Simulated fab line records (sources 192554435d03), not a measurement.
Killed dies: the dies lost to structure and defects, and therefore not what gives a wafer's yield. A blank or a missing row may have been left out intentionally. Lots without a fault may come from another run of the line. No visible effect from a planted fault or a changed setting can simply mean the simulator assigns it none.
3 desks looking at one fault | flow n5-finfet | numbers are kept per desk, each desk with only its own; the story behind them comes last

## THE METROLOGY DESK
Means of the sampled wafers that have a number, per lot and without regard to the tool the lot ran on: this is what the gauges read. A lot is out of limits, marked OUT, if its mean lies more than 4 standard deviations from the usual mean; the brackets give that distance. Shown here are 7 of its 10 readings, the ones lying furthest out on some lot.
Columns: A = DIBL_P at N5_BEOL_M4_RC_MEAS_101, usual 35.9 mV/V; B = IOFF_P at N5_BEOL_M4_RC_MEAS_101, usual 0.21 nA/um; C = ION_N at N5_BEOL_M4_RC_MEAS_101, usual 673 uA/um; D = ION_P at N5_BEOL_M4_RC_MEAS_101, usual 463 uA/um; E = SS_N at N5_BEOL_M4_RC_MEAS_101, usual 71.6 mV/dec; F = VT_N at N5_BEOL_M4_RC_MEAS_101, usual 250.5 mV; G = VT_P at N5_BEOL_M4_RC_MEAS_101, usual -250 mV
lot  | first seen here | A    | B    | C   | D   | E    | F     | G
L812 | day 8 10:36     | 38.4 | 0.24 | 664 | 458 | 72.4 | 252.9 | -248
L814 | day 9 04:24     | 36.6 | 0.25 | 686 | 470 | 71.4 | 246.8 | -247
L815 | day 9 07:53     | 37.3 | 0.23 | 679 | 469 | 71.4 | 250.8 | -248
L816 | day 9 14:58     | 36.9 | 0.17 | 661 | 448 | 71.7 | 251.5 | -256
L818 | day 9 15:22     | 35.4 | 0.22 | 677 | 467 | 71.2 | 250.1 | -248
L821 | day 11 10:22    | 36.3 | 0.20 | 678 | 462 | 71.7 | 247.9 | -251
L822 | day 11 12:47    | 34.5 | 0.22 | 674 | 462 | 71.0 | 251.6 | -247
L834 | day 14 09:39    | 36.9 | 0.19 | 678 | 462 | 71.9 | 250.1 | -250
Result from this desk: across the 8 lots, nothing is out of limits.

## AT THE TOOL OWNER'S DESK: rie-diel-02
The tool's own readings at N5_BEOL_M1_ETCH_63 (etches SiARC in CF4, target depth 15.6 nm, time 26 s): means of the sampled wafers that have a number, for each lot that ran on this tool. A lot is out of limits, marked OUT, if its mean lies more than 4 standard deviations from the usual mean; the brackets give that distance.
Columns: A = drypump-motor-current-A at N5_BEOL_M1_ETCH_63, usual 5.7 A; B = etch-rf-on-time-s at N5_BEOL_M1_ETCH_63, usual 26.2 s; C = oes-product-au at N5_BEOL_M1_ETCH_63, usual 0.64 a.u.; D = rf-vpp-V at N5_BEOL_M1_ETCH_63, usual 184.2 V; E = showerhead-plenum-p-Torr at N5_BEOL_M1_ETCH_63, usual 2.16 Torr; F = throttle-valve-pct at N5_BEOL_M1_ETCH_63, usual 15.67 %
lot  | first seen here | A   | B    | C    | D     | E    | F
L815 | day 7 00:35     | 6.1 | 26.0 | 0.62 | 183.8 | 2.13 | 15.50
L816 | day 7 09:46     | 5.9 | 26.0 | 0.63 | 184.0 | 2.14 | 15.62
L818 | day 7 22:49     | 5.6 | 26.1 | 0.63 | 185.6 | 2.20 | 15.58
L834 | day 11 17:43    | 5.8 | 26.3 | 0.60 | 184.0 | 2.15 | 15.79
Result from this desk: across the 4 lots, nothing is out of limits.

## THE DEFECT DESK
Counts from the inspections along the route, per lot, as means over the sampled wafers that have a number. A lot is out of limits, marked OUT, if its mean lies more than 4 standard deviations from the usual mean; the brackets give that distance.
Columns: A = raw-defect-count at N5_BEOL_M1_INSPECT_30, usual 428
lot  | first seen here | A
L812 | day 6 06:13     | 300
L814 | day 7 00:28     | 475
L815 | day 7 01:23     | 564
L816 | day 7 10:40     | 306
L818 | day 7 23:41     | 380
L821 | day 8 21:02     | 611
L822 | day 9 02:56     | 444
L834 | day 11 18:44    | 596
Result from this desk: across the 8 lots, nothing is out of limits.

## PUT TOGETHER
At the metrology desk, nothing out of limits was observed.
The tool owner's desk saw nothing out of limits.
No out-of-limits result turned up at the defect desk.

## WHAT THE SIMULATOR PUT IN
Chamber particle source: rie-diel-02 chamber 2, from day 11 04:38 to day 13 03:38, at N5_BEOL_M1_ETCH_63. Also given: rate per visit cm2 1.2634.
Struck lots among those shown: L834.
